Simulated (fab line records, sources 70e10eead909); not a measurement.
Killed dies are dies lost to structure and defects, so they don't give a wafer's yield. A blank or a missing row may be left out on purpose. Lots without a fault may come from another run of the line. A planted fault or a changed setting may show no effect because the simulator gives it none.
A struck lot beside a sound one | flow nand_harc | 14 steps out of a route of 1159
Sound: wafers L852.1, L852.2, L852.6. Struck: wafers L866.2, L866.4, L866.5. The cause comes at the end.
At each step with rows: each side's tool, then ch and its chambers, then its first start. Under that, the readings that differ: sound wafers | struck wafers | difference of the means | sigmas: that difference in standard deviations of wafers without a fault.
alike: readings whose means differ by less than 2 such deviations, and words and numbers that are the same on both sides. not compared: withheld readings, readings that some wafer has no value for, bounds like >300 that may hide the same value, and numbers for which the record gives no deviation and whose values overlap.
The two part at a step that has a row with sigmas, a row that says differs or no value, or rows on one side only. Numbers that don't overlap but have no deviation are shown without sigmas and don't part them. A reading that every wafer of one side lacks parts them only if that side has two wafers or more.

NHARC_P_GATE_STRIP_95: strips in O2.
  sound on plasma_asher-02 ch 0,1, day 6 12:20; struck on plasma_asher-02 ch 0,1, day 10 01:28
  alike: drypump_motor_current_A, heater_power_w
  not compared: rf_hours_counter_h
then, 1 step without rows for these wafers: NHARC_P_GATE_STRIP_96 (strips in SPM, time 900 s).
NHARC_P_GATE_RTA_64: time 1 s.
  sound on rtp_anneal-02 ch 0, day 6 12:59; struck on rtp_anneal-02 ch 0, day 10 02:03
  alike: anneal_temp_c_max, lamp_power_pct, lamp_zone_4_pct, wafer_temp_C_max
then, 1 step without rows for these wafers: NHARC_P_GATE_ETCH_77 (etches SiO2 in dHF, target depth 6 nm).
NHARC_P_GATE_DEGAS_109: time 60 s.
  sound on pvd_sputter-03, day 6 13:18; struck on pvd_sputter-01, day 10 02:28
  alike: heater_power_w, susceptor_temp_C
then, 5 steps without rows for these wafers: NHARC_P_GATE_PRE_CLEAN_110 (time 30 s); NHARC_P_GATE_SPUTTER_78 (material Ni, target thk 10 nm); NHARC_P_GATE_SPUTTER_79 (material TiN, target thk 10 nm); NHARC_P_GATE_RTA_80 (time 30 s); NHARC_P_GATE_STRIP_67 (strips in SPM, time 600 s).
NHARC_P_GATE_RTA_82: time 30 s.
  sound on rtp_anneal-02 ch 0, day 6 14:15; struck on rtp_anneal-01 ch 0, day 10 03:46
  reading             | sound       | struck      | difference | sigmas
  lamp_power_pct (%)  | 3.2 3.2 3.2 | 4.4 4.4 4.4 | +1.2       | +2
  lamp_zone_4_pct (%) | 3.2 3.2 3.2 | 4.4 4.4 4.4 | +1.2       | +2
  alike: anneal_temp_c_max, wafer_temp_C_max
NHARC_P_GATE_INSPECT_68:
  sound on defect_inspect-01, day 6 14:27; struck on defect_inspect-02, day 10 03:56
  alike: raw_defect_count
NHARC_P_CONTACT_DEP_30: deposits SiNx, target thk 30 nm.
  sound on pecvd-01 ch 0,2, day 6 14:31; struck on pecvd-02 ch 0,2, day 10 04:30
  alike: heater_power_w, susceptor_temp_C
NHARC_P_CONTACT_DEP_00: deposits SiO2, target thk 500 nm.
  sound on pecvd-01 ch 0,2; struck on pecvd-02 ch 0,2
  alike: heater_power_w, showerhead_vpp_V, susceptor_temp_C, throttle_valve_pct

WHERE THEY PART
Only at NHARC_P_GATE_RTA_82, within this record. Later steps at which nothing parts them and some readings are alike: NHARC_P_GATE_INSPECT_68, NHARC_P_CONTACT_DEP_30, NHARC_P_CONTACT_DEP_00.

WHY: what the simulator had put in
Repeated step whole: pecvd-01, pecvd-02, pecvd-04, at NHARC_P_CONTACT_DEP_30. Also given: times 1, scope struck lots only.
